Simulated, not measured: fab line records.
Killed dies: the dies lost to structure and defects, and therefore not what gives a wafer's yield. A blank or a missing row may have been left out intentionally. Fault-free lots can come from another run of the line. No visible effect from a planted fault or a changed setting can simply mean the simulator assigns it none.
Problem report, 8D (eight disciplines) form, completed by code | flow n5 finfet | the parts of the form that need people (team, actions taken, sign-off) are left out

1. THE ISSUE
etch rf on time s at N5_BEOL_M3_ETCH_77 reads a mean of 6.90 s on 2 wafers of 2 lots; wafers without a fault read 5.20 s with a standard deviation of 0.092. That is +18 standard deviations from the usual mean.
The step: etches underlayer in N2/H2, target depth 6.5 nm, time 5.2 s.
Seen first at day 8 03:13 on rie diel-02, wafer L675.3. At this step, 26 wafers from 9 lots have a number in the record. The rule behind "out" and "out of limits": a value lying over 4 standard deviations away from the usual mean. Any other wafer with a number is counted as sound.

2. WHAT IT IS; WHAT IT IS NOT
question                    | is                | is not
which readings at this step | etch rf on time s | drypump motor current A, h2 flow sccm, oes product au, rf vpp V, showerhead plenum p Torr, throttle valve pct
which lots                  | L675, L681        | L672, L674, L685, L687, L688, L689, L693
which wafers of those lots  | L675.3, L681.3    | L675.1, L675.5, L681.2
read on which tools         | rie diel-02       | rie diel-03, rie diel-06
when                        | from day 8 03:13  | up to then (8 sound wafers); but 16 sound wafers of L681, L685, L687, L688, L689, L693 came after

3. THE SUSPECTS, EACH WITH WHAT RULES IT OUT
Counting: a tool at a process step up to the reading stays a suspect if it ran every lot that is out. Sound lots after the first of them don't rule it out here, since some wafers of a struck lot are sound.
- rie diel-02 at N5_BEOL_M3_ETCH_77 (etches underlayer in N2/H2, target depth 6.5 nm, time 5.2 s): kept. Ran every lot that is out, first one L675 (day 8 03:13); last sound lot up to then L674 (day 8 02:55). On those wafers its own readings are out: etch rf on time s.
- Within rie diel-02 at N5_BEOL_M3_ETCH_77: the wafers that are out ran in chamber 1; their sound lot-mates ran in chambers 0, 2, 3.
Remaining after the count: rie diel-02 at N5_BEOL_M3_ETCH_77.

4. THE CAUSE (what the simulator had put in)
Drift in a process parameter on rie diel-02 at N5_BEOL_M3_ETCH_77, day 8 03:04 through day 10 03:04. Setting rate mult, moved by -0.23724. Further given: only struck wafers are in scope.
Only this tool survived the counting.

5. THE CHAIN OF EFFECTS, in route order
Each row: a reading where the mean over the struck wafers with a number is more than 3 standard deviations away from the usual. Readings are gone through only where the record gives a usual standard deviation; hours: the median, over the lots, of the time from a lot's start at the first step in this table giving one to that lot's start at this step; sigmas: the change measured in usual standard deviations.
hours | step               | reading           | usual  | on struck wafers | change | sigmas
0     | N5_BEOL_M3_ETCH_77 | etch rf on time s | 5.20 s | 6.90             | +1.70  | +18
Here are the process steps it includes:
- N5_BEOL_M3_ETCH_77: etches underlayer in N2/H2, target depth 6.5 nm, time 5.2 s.
Later measuring or inspecting steps at which every struck wafer that the step has a row for has a number for every such reading, and none has moved that far: N5_BEOL_M4_RC_MEAS_101.

6. HOW IT WOULD HAVE BEEN CAUGHT EARLIER
First out-of-limits reading in this record: day 8 03:13, which is 0 hours after fault onset at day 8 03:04.
